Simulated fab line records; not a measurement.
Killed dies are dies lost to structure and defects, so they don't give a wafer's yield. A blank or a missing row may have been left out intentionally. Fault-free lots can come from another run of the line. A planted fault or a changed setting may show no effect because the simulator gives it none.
Matching of chambers || flow nand_harc || NHARC_P_M1_CMP_23 on cmp-04: 4 sister chambers
The step polishes, t overpolish 20 s, target thk 157.82 nm. 8 wafers are shown with their chamber, then 9 later ones without.

WAFERS WITH THEIR CHAMBER
{"wafer": "L184.1", "chamber": 1, "motor_current_A (A)": 12.0, "time_to_endpoint_s (s)": 26}
{"wafer": "L184.4", "chamber": 3, "motor_current_A (A)": 11.3, "time_to_endpoint_s (s)": 21}
{"wafer": "L188.3", "chamber": 0, "motor_current_A (A)": 9.6, "time_to_endpoint_s (s)": 14}
{"wafer": "L188.4", "chamber": 3, "motor_current_A (A)": 12.3, "time_to_endpoint_s (s)": 23}
{"wafer": "L188.5", "chamber": 2, "motor_current_A (A)": 11.0, "time_to_endpoint_s (s)": 13}
{"wafer": "L196.3", "chamber": 2, "motor_current_A (A)": 11.7, "time_to_endpoint_s (s)": 26}
{"wafer": "L196.4", "chamber": 0, "motor_current_A (A)": 8.9, "time_to_endpoint_s (s)": 27}
{"wafer": "L196.5", "chamber": 1, "motor_current_A (A)": 12.2, "time_to_endpoint_s (s)": 29}

WAFERS WHOSE CHAMBER IS MISSING
{"wafer": "L198.4", "motor_current_A (A)": 11.7, "time_to_endpoint_s (s)": 23}
{"wafer": "L198.5", "motor_current_A (A)": 9.1, "time_to_endpoint_s (s)": 28}
{"wafer": "L198.6", "motor_current_A (A)": 12.3, "time_to_endpoint_s (s)": 29}
{"wafer": "L199.1", "motor_current_A (A)": 9.0, "time_to_endpoint_s (s)": 28}
{"wafer": "L199.2", "motor_current_A (A)": 11.2, "time_to_endpoint_s (s)": 29}
{"wafer": "L199.5", "motor_current_A (A)": 11.5, "time_to_endpoint_s (s)": 23}
{"wafer": "L200.2", "motor_current_A (A)": 11.1, "time_to_endpoint_s (s)": 29}
{"wafer": "L200.4", "motor_current_A (A)": 12.3, "time_to_endpoint_s (s)": 33}
{"wafer": "L200.6", "motor_current_A (A)": 11.5, "time_to_endpoint_s (s)": 32}

WHICH CHAMBER EACH WENT THROUGH
{"wafer": "L198.4", "from the rows above": "can't be placed: 3 or 2 or 1", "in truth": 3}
{"wafer": "L198.5", "from the rows above": 0, "in truth": 0}
{"wafer": "L198.6", "from the rows above": "can't be placed: 1 or 3 or 2", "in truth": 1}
{"wafer": "L199.1", "from the rows above": 0, "in truth": 0}
{"wafer": "L199.2", "from the rows above": "can't be placed: 2 or 3 or 1", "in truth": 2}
{"wafer": "L199.5", "from the rows above": "can't be placed: 2 or 3 or 1", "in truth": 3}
{"wafer": "L200.2", "from the rows above": "can't be placed: 2 or 3 or 1", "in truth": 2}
{"wafer": "L200.4", "from the rows above": "can't be placed: 1 or 3 or 2", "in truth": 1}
{"wafer": "L200.6", "from the rows above": "can't be placed: 1 or 3 or 2", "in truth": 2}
2 of 9 placed correctly. Can't be placed from these rows: 7 (the true chamber is among the candidates in 7). 0 placed wrongly.
How it was worked out, from the rows above alone: a wafer's distance from a chamber is the root of the sum, over the readings, of the square of ((its reading less the chamber's mean) divided by the reading's scatter). If the next closest chamber is less than 2 further off than the closest, the wafer can't be placed; otherwise it belongs to the closest. Each chamber's mean is taken over the wafers shown for it. How the scatter is found: for the shown wafers, subtract from each reading the mean of its chamber, square and add these, divide the total by (wafers less chambers), then take the root.
